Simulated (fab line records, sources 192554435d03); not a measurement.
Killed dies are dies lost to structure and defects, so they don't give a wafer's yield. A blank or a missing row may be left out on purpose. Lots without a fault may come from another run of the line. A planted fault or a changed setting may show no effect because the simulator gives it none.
Tool commonality check | flow n5_finfet | 9 lots, 27 wafers sampled

WHY IT WAS OPENED
At N5_SD_EPI_N_CD_MEAS_09 the reading cd_nm is flagged on 2 of 9 lots. Wafers without a fault read 119.7 nm, standard deviation 0.56.
Rule: a lot is flagged when every wafer of it that has a number lies more than 4 standard deviations from that mean, or none has a number. The other lots count as sound.

lot  | measured    | on        | cd_nm (nm), wafer by wafer | flag
L603 | day 3 06:58 | cd_sem-02 | 119.0 119.0 118.5          |
L604 | day 3 14:30 | cd_sem-02 | 120.1 120.1 120.1          |
L605 | day 3 21:26 | cd_sem-03 | 119.4 120.0 119.9          |
L606 | day 4 00:49 | cd_sem-03 | 113.3 113.0 113.8          | FLAGGED
L609 | day 4 22:16 | cd_sem-02 | 119.7 120.0 120.0          |
L610 | day 5 00:14 | cd_sem-03 | 116.0 116.6 115.6          | FLAGGED
L616 | day 6 13:23 | cd_sem-02 | 119.7 120.0 119.5          |
L617 | day 6 19:08 | cd_sem-02 | 120.1 119.6 119.1          |
L622 | day 8 01:11 | cd_sem-03 | 119.8 120.1 120.0          |
The numbers of the flagged lots are 114.7 nm on average: -5.0 nm against the usual, or -9 standard deviations.

WHICH TOOL RAN EACH LOT
The record holds 4 process steps before the reading, out of a route of 1938 steps. In each cell: the tool, then ch and the chambers that the sampled wafers went through, then the start.
lot  | flag    | N5_DUMMY_GATE_ETCH_23           | N5_DUMMY_GATE_ETCH_42             | N5_SPACER0_ALD_08                | N5_SD_EPI_N_EXPOSE_06
L603 |         | rie_si-04 ch 0,1,3, day 3 05:37 | rie_diel-04 ch 0,3, day 3 05:50   | ald_sin-02 ch 0,1,3, day 3 06:31 | arfi_scanner-02 ch 0, day 3 06:50
L604 |         | rie_si-04 ch 0,3, day 3 13:02   | rie_diel-03 ch 0,2, day 3 13:15   | ald_sin-03 ch 0,3, day 3 13:56   | arfi_scanner-03 ch 0, day 3 14:23
L605 |         | rie_si-04 ch 0,2,3, day 3 20:01 | rie_diel-05 ch 0,2, day 3 20:19   | ald_sin-01 ch 1,2,3, day 3 21:00 | arfi_scanner-03 ch 0, day 3 21:19
L606 | FLAGGED | rie_si-02 ch 0,2, day 3 23:07   | rie_diel-03 ch 2,3, day 3 23:21   | ald_sin-01 ch 0,2, day 4 00:23   | arfi_scanner-03 ch 0, day 4 00:41
L609 |         | rie_si-05 ch 0,2, day 4 20:12   | rie_diel-04 ch 2,3, day 4 20:25   | ald_sin-03 ch 0,3, day 4 21:42   | arfi_scanner-02 ch 0, day 4 22:08
L610 | FLAGGED | rie_si-02 ch 0,1,3, day 4 22:42 | rie_diel-05 ch 0,1,3, day 4 22:55 | ald_sin-01 ch 1,2,3, day 4 23:41 | arfi_scanner-03 ch 0, day 5 00:07
L616 |         | rie_si-05 ch 0,2,3, day 6 11:53 | rie_diel-04 ch 0,3, day 6 12:05   | ald_sin-03 ch 0,1,3, day 6 12:50 | arfi_scanner-02 ch 0, day 6 13:16
L617 |         | rie_si-05 ch 1,3, day 6 17:41   | rie_diel-05 ch 1,2,3, day 6 17:53 | ald_sin-01 ch 0,2,3, day 6 18:34 | arfi_scanner-01 ch 0, day 6 19:01
L622 |         | rie_si-02 ch 0,1,2, day 7 23:37 | rie_diel-03 ch 0,1,3, day 8 00:04 | ald_sin-02 ch 0,2,3, day 8 00:44 | arfi_scanner-01 ch 0, day 8 01:03
What these steps do:
- N5_DUMMY_GATE_ETCH_23: etches poly-Si in HBr/Cl2/O2, target depth 41 nm, time 22.3 s.
- N5_DUMMY_GATE_ETCH_42: etches SiO2 in CHF3/O2, target depth 3.5 nm, time 31 s.
- N5_SPACER0_ALD_08: deposits SiNx, target thk 2 nm.
- N5_SD_EPI_N_EXPOSE_06: exposes mask SD N BLK, target cd 120 nm.
- N5_SD_EPI_N_CD_MEAS_09: target cd 120 nm.

FLAGGED OVER TOTAL, TOOL BY TOOL (the gauges that took the reading come last)
step                   | tool            | lots run | flagged | share of the flagged lots | sound lots run after its first flagged lot
N5_DUMMY_GATE_ETCH_23  | rie_si-02       | 3        | 2       | all                       | 1 (L622)
N5_DUMMY_GATE_ETCH_23  | rie_si-04       | 3        | 0       | none                      | -
N5_DUMMY_GATE_ETCH_23  | rie_si-05       | 3        | 0       | none                      | -
N5_DUMMY_GATE_ETCH_42  | rie_diel-03     | 3        | 1       | some                      | 1 (L622)
N5_DUMMY_GATE_ETCH_42  | rie_diel-04     | 3        | 0       | none                      | -
N5_DUMMY_GATE_ETCH_42  | rie_diel-05     | 3        | 1       | some                      | 1 (L617)
N5_SPACER0_ALD_08      | ald_sin-01      | 4        | 2       | all                       | 1 (L617)
N5_SPACER0_ALD_08      | ald_sin-02      | 2        | 0       | none                      | -
N5_SPACER0_ALD_08      | ald_sin-03      | 3        | 0       | none                      | -
N5_SD_EPI_N_EXPOSE_06  | arfi_scanner-01 | 2        | 0       | none                      | -
N5_SD_EPI_N_EXPOSE_06  | arfi_scanner-02 | 3        | 0       | none                      | -
N5_SD_EPI_N_EXPOSE_06  | arfi_scanner-03 | 4        | 2       | all                       | 0
N5_SD_EPI_N_CD_MEAS_09 | cd_sem-02       | 5        | 0       | none                      | -
N5_SD_EPI_N_CD_MEAS_09 | cd_sem-03       | 4        | 2       | all                       | 1 (L622)

WHAT THE TABLE ALLOWS
4 rows of the table ran every flagged lot: rie_si-02 at N5_DUMMY_GATE_ETCH_23, ald_sin-01 at N5_SPACER0_ALD_08, arfi_scanner-03 at N5_SD_EPI_N_EXPOSE_06, cd_sem-03 at N5_SD_EPI_N_CD_MEAS_09.
- rie_si-02 at N5_DUMMY_GATE_ETCH_23: 2 of its 3 lots flagged. Sound lots ran on it after the first flagged one (L622), which a lasting fault on the whole tool wouldn't allow.
- ald_sin-01 at N5_SPACER0_ALD_08: 2 of its 4 lots flagged. Sound lots ran on it after the first flagged one (L617), which a lasting fault on the whole tool wouldn't allow.
- arfi_scanner-03 at N5_SD_EPI_N_EXPOSE_06: 2 of its 4 lots flagged. Its last sound lot is L605 (day 3 21:19), its first flagged lot L606 (day 4 00:41): a fault that began between those two fits. Its own readings lie more than 4 standard deviations out on every wafer of the flagged lots: exposure_dose_mJ_cm2.
- cd_sem-03 at N5_SD_EPI_N_CD_MEAS_09: 2 of its 4 lots flagged. Sound lots ran on it after the first flagged one (L622), which a lasting fault on the whole tool wouldn't allow.
One tool is left: arfi_scanner-03 at N5_SD_EPI_N_EXPOSE_06.

WHAT THE SIMULATOR HAD PUT IN
Process parameter drift: arfi_scanner-03, from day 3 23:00 on, at N5_SD_EPI_N_EXPOSE_06. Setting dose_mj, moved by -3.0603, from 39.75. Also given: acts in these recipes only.
Lots struck among those shown: L606, L610. The rule above found the same.
